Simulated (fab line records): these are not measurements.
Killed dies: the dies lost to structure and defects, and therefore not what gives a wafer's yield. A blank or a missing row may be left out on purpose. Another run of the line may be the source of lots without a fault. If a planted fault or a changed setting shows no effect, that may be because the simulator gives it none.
Lot-split experiment	flow n5_finfet	21 wafers read across 7 lots, on a route 1938 steps long

SPLIT DETAILS
At N5_BEOL_M3_COAT_05 (resist thk 30 nm), the setting spin_rpm was moved away from the recipe's 1500 rpm on 6 of the 21 wafers read, by -3.9% to +10.9%. This setting was run at the recipe's value on the other wafers.

FROM THE SPLIT TO THE READING: what the file shows between them, 4 steps
- N5_BEOL_M3_EBR_07
- N5_BEOL_M3_SOFTBAKE_06: time 60 s
- N5_BEOL_M3_DESCUM_16: chemistry O2, time 7 s
- N5_BEOL_M3_ETCH_74: etches underlayer in N2/H2, target depth 6.5 nm, time 5.2 s

THE READING
CAR-EUV_of_BEOL_M3_COAT_05.thk_nm (the simulator's own value, which no gauge read), in nm, at N5_BEOL_M3_ETCH_63 (etches SiARC in CF4, target depth 15.6 nm, time 26 s). The file does not state a usual value for it. The 15 wafers here that ran the recipe average 11.1 nm, standard deviation 0.14 nm.

wafer	tool, chamber at the split	spin_rpm as run, rpm	against the recipe	CAR-EUV_of_BEOL_M3_COAT_05.thk_nm, nm	against lot-mates on the recipe
L075.1	litho_track-03, 0	1500	recipe	11	-
L075.3	litho_track-03, 0	1555	+3.7%	10.8	-0.2
L075.6	litho_track-03, 0	1555	+3.7%	10.8	-0.2
L078.2	litho_track-04, 0	1500	recipe	11.4	-
L078.3	litho_track-04, 0	1500	recipe	11.2	-
L078.6	litho_track-04, 0	1441	-3.9%	11.8	+0.5
L080.3	litho_track-04, 0	1500	recipe	11.2	-
L080.5	litho_track-04, 0	1500	recipe	11.2	-
L080.6	litho_track-04, 0	1444	-3.7%	11.8	+0.6
L081.4	litho_track-04, 0	1500	recipe	11.2	-
L081.5	litho_track-04, 0	1500	recipe	11.4	-
L081.6	litho_track-04, 0	1619	+7.9%	9.8	-1.5
L082.2	litho_track-03, 0	1663	+10.9%	9.4	-1.6
L082.3	litho_track-03, 0	1500	recipe	11	-
L082.6	litho_track-03, 0	1500	recipe	11	-
L084.1	litho_track-04, 0	1500	recipe	11	-
L084.3	litho_track-04, 0	1500	recipe	11	-
L084.4	litho_track-04, 0	1500	recipe	11.2	-
L091.2	litho_track-01, 0	1500	recipe	11	-
L091.6	litho_track-01, 0	1500	recipe	11	-
L091.5	litho_track-01, 0	1500	recipe	11.2	-

FIT RESULTS
A straight line over all 21 wafers: CAR-EUV_of_BEOL_M3_COAT_05.thk_nm changes by -0.158 nm for each +1% of spin_rpm; r = -0.96; the points scatter about the line by 0.15 nm.
The same after taking each lot's own level away (the mean of its wafers on the recipe; 21 wafers): -0.149 nm for each +1%; r = -0.96; scatter 0.15 nm.
On that fit, the largest move of spin_rpm shifts the reading by 1.6 nm.
Across the lots, their own levels run from 11.00 to 11.30 nm, a range of 2.1 times the standard deviation given above.
The two slopes agree, so the slope changes little with the lot-to-lot level.
Check: -1.6 nm against its lot-mates is what the line predicts for one of the wafers moved furthest among these (+10.9%) when that wafer is left out of the fit. Against them it came out at -1.6 nm.

OTHER SPLITS APPLIED TO THESE WAFERS
Other splits were also applied to these wafers ahead of the reading. Each is held against what the fit with the lots' levels taken away leaves over:
other split on the same wafers	wafers away from the commonest value	r with CAR-EUV_of_BEOL_M3_COAT_05.thk_nm (lot level and that fit taken away)
N5_BEOL_M2_DEP_57 time_s	10	-0.19

THE WHOLE CHAIN: every reading that the file lists as answering this split, in the file's order
step	what it does	reading	change (the file's fit)	r (the file's)
N5_BEOL_M3_COAT_05	resist thk 30 nm	CAR-EUV_of_BEOL_M3_COAT_05.thk_nm (the simulator's own value, which no gauge read)	-0.136 nm for each +1% of the setting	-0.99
N5_BEOL_M3_ETCH_63	etches SiARC in CF4, target depth 15.6 nm, time 26 s	CAR-EUV_of_BEOL_M3_COAT_05.thk_nm (the simulator's own value, which no gauge read)	-0.153 nm for each +1% of the setting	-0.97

THE FILE'S OWN FIT
CAR-EUV_of_BEOL_M3_COAT_05.thk_nm changes by -0.153 nm for each +1% of spin_rpm, r = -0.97.
